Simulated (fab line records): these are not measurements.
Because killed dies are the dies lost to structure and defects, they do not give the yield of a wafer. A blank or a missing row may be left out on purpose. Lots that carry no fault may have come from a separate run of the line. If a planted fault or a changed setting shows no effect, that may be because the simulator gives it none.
A lot that was struck, set against a sound lot ; flow n5 finfet ; 43 out of 1938 route steps
Sound: wafers L260.2, L260.3, L260.5. Struck: wafer L272.5. (L272.2, L272.3 of the same lot were not struck and are left out.) The cause comes at the end.
Per side, at each step with rows, come the tool, then ch with its chambers, and then its first start. Under that, the readings that differ: sound wafers ; struck wafers ; difference of the means ; sigmas: that difference in standard deviations of wafers without a fault.
alike: readings whose means differ by less than 2 such deviations, and words and numbers that are the same on both sides. not compared: withheld readings, readings that some wafer has no value for, bounds like >300 that may hide the same value, and numbers for which the record gives no deviation and whose values overlap.
The two part at a step that has a row with sigmas, a row that says differs or no value, or rows on one side only. Numbers that don't overlap but have no deviation are shown without sigmas and don't part them. A reading missing from all wafers of one side parts the sides only when that side holds two or more wafers.

first, 1 step without rows for these wafers: N5_SDB_CMP_30 (polishes, stops on poly-Si, t overpolish 1.54 s, target thk 30 nm).
N5_SDB_THK_MEAS_31:
  sound: film metro-02 at day 4 15:26; struck: film metro-01 at day 7 20:36
  alike: SDB_THK
N5_SDB_INSPECT_36: inspects for defects (darkfield).
  sound: defect inspect-02 at day 4 15:27; struck: defect inspect-02 at day 7 20:37
  alike: raw defect count
then, 4 steps without rows for these wafers: N5_DUMMY_REMOVAL_HM_STRIP_01 (strips SiNx in CH3F/O2, stops on poly-Si, target depth 4 nm, time 6.8 s); N5_DUMMY_REMOVAL_STRIP_10 (strips in N2/H2, time 40 s); N5_DUMMY_REMOVAL_PRECLEAN_07 (cleans in dHF, time 30 s); N5_DUMMY_REMOVAL_DUMMY_REMOVE_02 (chemistry TMAH, target poly-Si, stops on SiO2, target depth 142 nm, time 57 s, rinse time 30 s).
N5_DUMMY_REMOVAL_INSPECT_06: inspects for defects (brightfield).
  sound: defect inspect-01 at day 4 15:41; struck: defect inspect-01 at day 7 20:52
  alike: raw defect count
then, 4 steps without rows for these wafers: N5_DUMMY_REMOVAL_PRECLEAN_08 (cleans in NF3:NH3, afs cycles 2, time 20 s, sublimation time 60 s); N5_DUMMY_REMOVAL_PRECLEAN_04 (cleans in DHF, time 37 s); N5_DUMMY_REMOVAL_SRD_05 (time 30 s); N5_HKMG_FIN_IL_REGROW_00 (material SiO2, chemistry O3, target thk 0.75 nm, time 30 s).
N5_HKMG_FIN_HK_ALD_01: deposits HfO2, target thk 1.6 nm, pulse time 3 s, purge time 3 s.
  sound on ald hk-01 ch 0,1,2, day 4 16:02; struck on ald hk-01 ch 2, day 7 21:14
reading;sound;struck;difference;sigmas
ald cycles;30 30 30;33;+3;
  alike: precursor pulse height rel
N5_HKMG_FIN_HK_ANNEAL_02: time 30 s.
  sound on rtp anneal-01 ch 0, day 4 16:16; struck on rtp anneal-02 ch 0, day 7 21:31
reading;sound;struck;difference;sigmas
lamp power pct (%);8.84 8.76 8.67;8.90;+0.14;+3
  alike: lamp_zone_7_pct, wafer_temp_C_max
N5_HKMG_FIN_ALD_74: deposits La2O3, target thk 0.5 nm, pulse time 6 s, co reactant pulse time 1 s.
  sound on ald hk-03 ch 2,3, day 4 16:26; struck on ald hk-02 ch 1, day 7 21:41
  alike: heater power w, precursor pulse height rel
then, 9 steps without rows for these wafers: N5_HKMG_FIN_ALD_75 (deposits Al2O3, target thk 1 nm, co reactant pulse time 1 s); N5_HKMG_FIN_COAT_41 (time 60 s, resist thk 300 nm); N5_HKMG_FIN_COAT_42 (time 60 s, resist thk 35 nm); N5_HKMG_FIN_COAT_43 (resist thk 90 nm); N5_HKMG_FIN_EBR_45; N5_HKMG_FIN_SOFTBAKE_44 (time 60 s); N5_HKMG_FIN_EXPOSE_46 (exposes mask NDIPOLE); N5_HKMG_FIN_PEB_47 (peb time 60 s); N5_HKMG_FIN_DEVELOP_48 (develop time 30 s).
N5_HKMG_FIN_CD_MEAS_49 targets a cd of 202 nm.
  sound on cd sem-03 ch 0, day 4 16:59; struck on cd sem-03 ch 0, day 7 22:14
  alike: cd nm
N5_HKMG_FIN_OVL_MEAS_50:
  sound on overlay-02 ch 0, day 4 17:01; struck on overlay-01 ch 0, day 7 22:16
  alike: NDIPOLE_OVL
N5_HKMG_FIN_INSPECT_61: inspects for defects (macro).
  sound: defect inspect-01 at day 4 17:02; struck: defect inspect-02 at day 7 22:17
  alike: raw defect count
N5_HKMG_FIN_DESCUM_53: chemistry O2, time 7.9 s.
  sound on rie diel-02 ch 0,2, day 4 17:04; struck on rie diel-06 ch 0, day 7 22:19
reading;sound;struck;difference;sigmas
showerhead plenum p Torr (Torr);2.01 2.00 2.00;2.18;+0.18;+2
  alike: drypump motor current A, oes product au, rf vpp V, throttle valve pct
  not compared: rf hours counter h
then, 4 steps without rows for these wafers: N5_HKMG_FIN_ETCH_54 (etches SiARC in CF4, target depth 45.5 nm, time 75.8 s); N5_HKMG_FIN_ETCH_55 (etches SOC in N2/H2, target depth 240 nm, time 300 s); N5_HKMG_FIN_STRIP_56 (strips in N2/H2); N5_HKMG_FIN_STRIP_57 (strips in CF4).
N5_HKMG_FIN_ETCH_58: etches SOC in N2/H2, target depth 215.8 nm, time 741 s.
  sound on rie diel-02 ch 0,2, day 4 17:22; struck on rie diel-06 ch 0, day 7 22:37
reading;sound;struck;difference;sigmas
showerhead plenum p Torr (Torr);2.45 2.41 2.41;2.62;+0.20;+2
  alike: drypump motor current A, oes product au, rf vpp V, throttle valve pct
  not compared: rf hours counter h
then, 5 steps without rows for these wafers: N5_HKMG_FIN_STRIP_93 (strips SOC in N2/H2, time 20 s); N5_HKMG_FIN_WET_ETCH_76 (etches Al2O3 in dNH4OH, stops on La2O3, target depth 2.25 nm, rinse time 30 s); N5_HKMG_FIN_STRIP_60 (strips in N2/H2, time 360 s); N5_HKMG_FIN_WET_ETCH_77 (etches La2O3 in dHCl, stops on HfO2, target depth 2 nm); N5_HKMG_FIN_WET_ETCH_78 (etches Al2O3 in dNH4OH, stops on La2O3, target depth 4.5 nm, rinse time 30 s).
N5_HKMG_FIN_ALD_79: deposits TiN, target thk 1.5 nm, pulse time 1 s, purge time 3 s.
  sound on ald metal-04 ch 0,3, day 4 18:26; struck on ald metal-01 ch 2, day 7 23:42
  alike: heater power w, precursor pulse height rel
  not compared: ald cycles
then, 3 steps without rows for these wafers: N5_HKMG_FIN_CVD_62 (deposits a-Si from Si2H6, target thk 3 nm, time 20.8 s); N5_HKMG_FIN_RTA_80 (time 2 s); N5_HKMG_FIN_PRECLEAN_64 (cleans in dHF, time 30 s).
N5_HKMG_FIN_THK_MEAS_70: measures by xrf.
  sound: film metro-01 at day 4 19:29; struck: film metro-01 at day 8 00:48
reading;sound;struck;difference;sigmas
HK_THK (nm);1.621 1.607 1.624;1.758;+0.141;+7

WHERE THEY PART
Earliest at N5_HKMG_FIN_HK_ANNEAL_02; latest, in this record, at N5_HKMG_FIN_THK_MEAS_70.

WHY: what had been put in by the simulator
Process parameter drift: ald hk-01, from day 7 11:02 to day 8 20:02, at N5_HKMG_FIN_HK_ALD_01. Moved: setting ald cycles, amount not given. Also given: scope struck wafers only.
